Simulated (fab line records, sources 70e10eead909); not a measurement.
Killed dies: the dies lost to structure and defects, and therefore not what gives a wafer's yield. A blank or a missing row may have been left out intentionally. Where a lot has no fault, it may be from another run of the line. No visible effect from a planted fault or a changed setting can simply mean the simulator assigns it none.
The tool behind it: which one? :: flow nand harc :: 18 wafers from 6 lots sampled at 5 of the route's 1302 steps

== WHAT EACH GAUGE READ, for each wafer ==
NHARC_END_SORT_01.
lot: L333
measured: day 25 21:07
on: prober-02
killed at periphery: 2 7 3

lot: L335
measured: day 27 12:20
on: prober-01
killed at periphery: 3 6 1

lot: L337
measured: day 28 03:56
on: prober-01
killed at periphery: 4 3 4

lot: L340
measured: day 28 15:17
on: prober-01
killed at periphery: 8 9 4

== TOOL THAT RAN EACH LOT (tool first, then ch and the chambers of the sampled wafers, then the start) ==
lot: L329
NHARC_P_GATE_RTA_80: rtp anneal-01 ch 0, day 6 06:02
NHARC_P_CONTACT_CMP_01: cmp-02 ch 2,3, day 6 07:29
NHARC_P_CONTACT_ETCH_36: rie diel-12 ch 1,2,3, day 6 10:20 or earlier
NHARC_P_CONTACT_PVD_32: pvd sputter-03, day 6 10:20

lot: L333
NHARC_P_GATE_RTA_80: rtp anneal-02 ch 0, day 8 03:59
NHARC_P_CONTACT_CMP_01: cmp-02 ch 0,1,3, day 8 05:26
NHARC_P_CONTACT_ETCH_36: rie diel-12 ch 0,1,2, day 8 08:09 or earlier
NHARC_P_CONTACT_PVD_32: pvd sputter-01, day 8 08:09

lot: L335
NHARC_P_GATE_RTA_80: rtp anneal-01 ch 0, day 9 00:44
NHARC_P_CONTACT_CMP_01: cmp-03 ch 0,1,2, day 9 02:13
NHARC_P_CONTACT_ETCH_36: rie diel-12 ch 1,2,3, day 9 04:54 or earlier
NHARC_P_CONTACT_PVD_32: pvd sputter-01, day 9 04:54

lot: L337
NHARC_P_GATE_RTA_80: rtp anneal-01 ch 0, day 9 07:46
NHARC_P_CONTACT_CMP_01: cmp-03 ch 0,1,3, day 9 09:27
NHARC_P_CONTACT_ETCH_36: rie diel-12 ch 1,2,3, day 9 12:08 or earlier
NHARC_P_CONTACT_PVD_32: pvd sputter-02, day 9 12:08

lot: L340
NHARC_P_GATE_RTA_80: rtp anneal-01 ch 0, day 10 14:26
NHARC_P_CONTACT_CMP_01: cmp-02 ch 0,2, day 10 16:15
NHARC_P_CONTACT_ETCH_36: rie diel-12 ch 0,2,3, day 10 18:57 or earlier
NHARC_P_CONTACT_PVD_32: pvd sputter-02, day 10 18:57

lot: L350
NHARC_P_GATE_RTA_80: rtp anneal-02 ch 0, day 14 21:24
NHARC_P_CONTACT_CMP_01: cmp-02 ch 0,2,3, day 14 23:04
NHARC_P_CONTACT_ETCH_36: rie diel-10 ch 0,2, day 15 01:47 or earlier
NHARC_P_CONTACT_PVD_32: pvd sputter-01, day 15 01:47
- NHARC_P_GATE_RTA_80: time 30 s.
- NHARC_P_CONTACT_CMP_01: polishes SiO2, target thk 200 nm.
- NHARC_P_CONTACT_ETCH_36: etches the open film in N2/H2, target depth 260 nm, time 406.25 s.
- NHARC_P_CONTACT_PVD_32: deposits Ti, target thk 5 nm, time 17.7 s.

== THE ANSWER, worked out from the rows above alone ==
Rule: the lots themselves supply what counts as usual. Put in order of their means at a reading, lots are off if they are a third of the lots or fewer, leave a main group of 4 or more, and stand apart from it by a gap of 3 or more times the standard deviation of the main group's means; of several such gaps the widest counts. A main group is skipped when, at the precision printed for the reading in the tables above, its means are all equal. A lot without any number at a reading at which 4 lots or more have one is off too. Any other lot the step has rows for is counted as sound.
Nothing can be told from this: no lot is off at any reading shown.

== WHAT THE SIMULATOR HAD INSERTED ==
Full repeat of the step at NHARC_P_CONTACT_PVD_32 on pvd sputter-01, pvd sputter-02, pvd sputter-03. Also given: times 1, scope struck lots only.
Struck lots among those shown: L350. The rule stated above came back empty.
